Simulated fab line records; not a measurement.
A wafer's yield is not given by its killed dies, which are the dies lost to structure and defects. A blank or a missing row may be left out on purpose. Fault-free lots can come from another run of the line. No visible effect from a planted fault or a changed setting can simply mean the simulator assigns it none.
The same fault as seen by 2 desks || flow nand-harc || what lay behind the numbers comes last; until then each desk has only its own

THE METROLOGY DESK
What the gauges read, lot by lot, whatever tool the lot ran on: means of the sampled wafers that have a number. The brackets show how far a lot's mean lies from the usual mean; more than 4 standard deviations puts the lot out of limits, marked OUT.
Columns: A = cd-nm at NHARC_THIN_TSV_CD_MEAS_33, usual 4999.5 nm
{"lot": "L837", "first seen here": "day 24 02:31", "A": 5001.0}
{"lot": "L839", "first seen here": "day 25 13:07", "A": 4998.7}
{"lot": "L844", "first seen here": "day 26 06:08", "A": 5000.9}
{"lot": "L843", "first seen here": "day 26 12:29", "A": 4999.6}
{"lot": "L845", "first seen here": "day 27 12:14", "A": 5000.4}
{"lot": "L850", "first seen here": "day 29 15:23", "A": 4999.2}
{"lot": "L851", "first seen here": "day 29 23:34", "A": 4999.8}
{"lot": "L852", "first seen here": "day 30 00:31", "A": 4998.3}
{"lot": "L853", "first seen here": "day 30 09:20", "A": 4998.0}
{"lot": "L854", "first seen here": "day 30 13:42", "A": 4999.9}
{"lot": "L855", "first seen here": "day 31 07:13", "A": 4999.9}
{"lot": "L858", "first seen here": "day 32 09:23", "A": 4999.2}
{"lot": "L859", "first seen here": "day 32 20:59", "A": 5000.3}
{"lot": "L860", "first seen here": "day 33 12:05", "A": 4999.6}
This desk's verdict: no lot among the 14 shows anything out of limits.

THE TOOL OWNER'S DESK: rie-metal-03
The tool's own readings at NHARC_THIN_TSV_ETCH_59 (etches the open film in Cl2/BCl3, target depth 880 nm, time 138.1 s): means of the sampled wafers that have a number, for each lot that ran on this tool. The brackets show how far a lot's mean lies from the usual mean; more than 4 standard deviations puts the lot out of limits, marked OUT.
Columns: A = bias-w at NHARC_THIN_TSV_ETCH_59, usual 100.0 W; B = drypump-motor-current-A at NHARC_THIN_TSV_ETCH_59, usual 5.90 A; C = oes-product-au at NHARC_THIN_TSV_ETCH_59, usual 0.999 a.u.; D = rf-fwd-power-W at NHARC_THIN_TSV_ETCH_59, usual 894.8 W; E = throttle-valve-pct at NHARC_THIN_TSV_ETCH_59, usual 22.264 %
{"lot": "L837", "first seen here": "day 24 02:53", "A": 99.8, "B": 5.97, "C": 0.997, "D": 896.5, "E": 22.258}
{"lot": "L839", "first seen here": "day 25 13:27", "A": 99.9, "B": 6.00, "C": 1.006, "D": 894.9, "E": 22.266}
{"lot": "L844", "first seen here": "day 26 06:25", "A": 100.2, "B": 5.81, "C": 0.999, "D": 895.3, "E": 22.271}
{"lot": "L843", "first seen here": "day 26 12:52", "A": 100.1, "B": 6.01, "C": "0.954 (-4.1) OUT", "D": 896.1, "E": 22.264}
{"lot": "L845", "first seen here": "day 27 12:32", "A": 100.5, "B": 5.90, "C": "0.949 (-4.5) OUT", "D": 895.3, "E": 22.271}
{"lot": "L853", "first seen here": "day 30 09:39", "A": 100.1, "B": 5.78, "C": 0.994, "D": 895.6, "E": 22.266}
{"lot": "L855", "first seen here": "day 31 07:37", "A": 100.2, "B": 5.87, "C": 0.984, "D": 892.8, "E": 22.267}
{"lot": "L858", "first seen here": "day 32 09:40", "A": 100.0, "B": 5.81, "C": 0.998, "D": 895.4, "E": 22.260}
{"lot": "L859", "first seen here": "day 32 21:16", "A": 100.3, "B": 5.89, "C": 0.984, "D": 891.3, "E": 22.260}
{"lot": "L860", "first seen here": "day 33 12:22", "A": 100.0, "B": 5.77, "C": 1.003, "D": 896.6, "E": 22.260}
This desk finds L843, L845 out of limits, L843 being first, at day 26 12:52 (oes-product-au at NHARC_THIN_TSV_ETCH_59). L837, L839, L844, L853, L855, L858, L859, L860: within limits.

ALL TOGETHER
The tool owner's desk had the chance to raise an alarm at day 26 12:52 on L843, L845.
From the metrology desk's view, nothing was out of limits.
The metrology desk has L843, L845 on record, within its limits.
Every lot named ran NHARC_THIN_TSV_ETCH_59 on rie-metal-03.

WHAT HAD BEEN PUT IN BY THE SIMULATOR
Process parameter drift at NHARC_THIN_TSV_ETCH_59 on rie-metal-03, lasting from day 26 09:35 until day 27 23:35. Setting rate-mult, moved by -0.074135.
Struck lots among those shown: L843, L845.
How many hours passed from the start of the fault until each desk's first out-of-limits reading: the tool owner's desk, 3.
